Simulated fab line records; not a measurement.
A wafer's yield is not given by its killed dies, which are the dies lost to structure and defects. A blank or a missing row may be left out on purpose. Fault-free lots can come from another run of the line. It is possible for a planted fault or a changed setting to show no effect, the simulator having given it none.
Matching of chambers    flow n5_finfet    pecvd-04 running N5_PASSIVATION_PECVD_00: 3 sister chambers
The step deposits SiO2 from SiH4/N2O, target thk 200 nm, time 11.2 s. 24 wafers are shown with their chamber, then 12 later ones without.

WAFERS WITH THEIR CHAMBER
wafer   chamber  throttle_valve_pct (%)  showerhead_plenum_p_Torr (Torr)  heater_power_w (W)
L074.1  2        50.6                    8.14                             758
L074.4  2        50.3                    8.15                             784
L074.5  1        54.8                    8.37                             832
L076.2  2        50.6                    8.17                             788
L076.3  0        50.4                    8.19                             649
L076.4  0        50.8                    8.17                             678
L077.1  0        50.3                    8.19                             661
L077.2  1        54.8                    8.41                             679
L077.4  1        54.9                    8.37                             706
L080.3  0        50.5                    8.19                             560
L080.4  0        50.5                    8.19                             549
L080.5  0        50.5                    8.19                             570
L086.1  0        50.4                    8.18                             648
L086.3  2        50.5                    8.16                             695
L086.5  0        50.8                    8.21                             658
L085.2  2        50.6                    8.16                             813
L085.5  1        55.1                    8.39                             842
L085.6  0        50.4                    8.18                             636
L087.1  1        54.7                    8.39                             752
L087.5  0        50.3                    8.19                             542
L087.6  2        50.6                    8.18                             690
L088.1  1        54.8                    8.39                             844
L088.3  2        51.0                    8.17                             776
L088.4  1        55.1                    8.40                             834

SIGNATURES, as means of the wafers listed above
reading                   chamber 0  chamber 1  chamber 2  scatter within a chamber
throttle_valve_pct        50.490     54.886     50.600     0.182
showerhead_plenum_p_Torr  8.1880     8.3886     8.1614     0.0126
heater_power_w            615.10     784.14     757.71     57.2
Rule: a wafer lies at a distance from a chamber equal to the root of the sum of squares, over the readings, of (its reading less the chamber's mean, divided by the reading's scatter). If the next closest chamber is less than 2 further off than the closest, the wafer can't be placed; otherwise it belongs to the closest. The scatter: the root of (the sum of the squares of (reading less its chamber's mean) over the shown wafers, divided by (wafers less chambers)).

WAFERS WITH NO CHAMBER GIVEN
wafer   throttle_valve_pct (%)  showerhead_plenum_p_Torr (Torr)  heater_power_w (W)
L091.2  55.1                    8.39                             809
L091.3  50.4                    8.17                             597
L091.6  50.6                    8.18                             752
L089.1  55.0                    8.38                             747
L089.4  50.3                    8.19                             550
L089.5  54.7                    8.38                             757
L093.3  54.9                    8.38                             733
L093.4  50.8                    8.18                             769
L093.6  50.1                    8.19                             626
L092.1  50.4                    8.18                             682
L092.2  54.9                    8.37                             770
L092.3  50.7                    8.17                             721

CHAMBER TAKEN BY EACH
wafer   from the rows above      in truth
L091.2  1                        1
L091.3  can't be placed: 0 or 2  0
L091.6  can't be placed: 2 or 0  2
L089.1  1                        1
L089.4  0                        0
L089.5  1                        1
L093.3  1                        1
L093.4  can't be placed: 2 or 0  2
L093.6  0                        0
L092.1  can't be placed: 0 or 2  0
L092.2  1                        1
L092.3  can't be placed: 2 or 0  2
Correct placement for 7 of the 12. Unplaceable from these rows: 5, with the true chamber sitting among the candidates in 5. Number placed wrongly: 0.
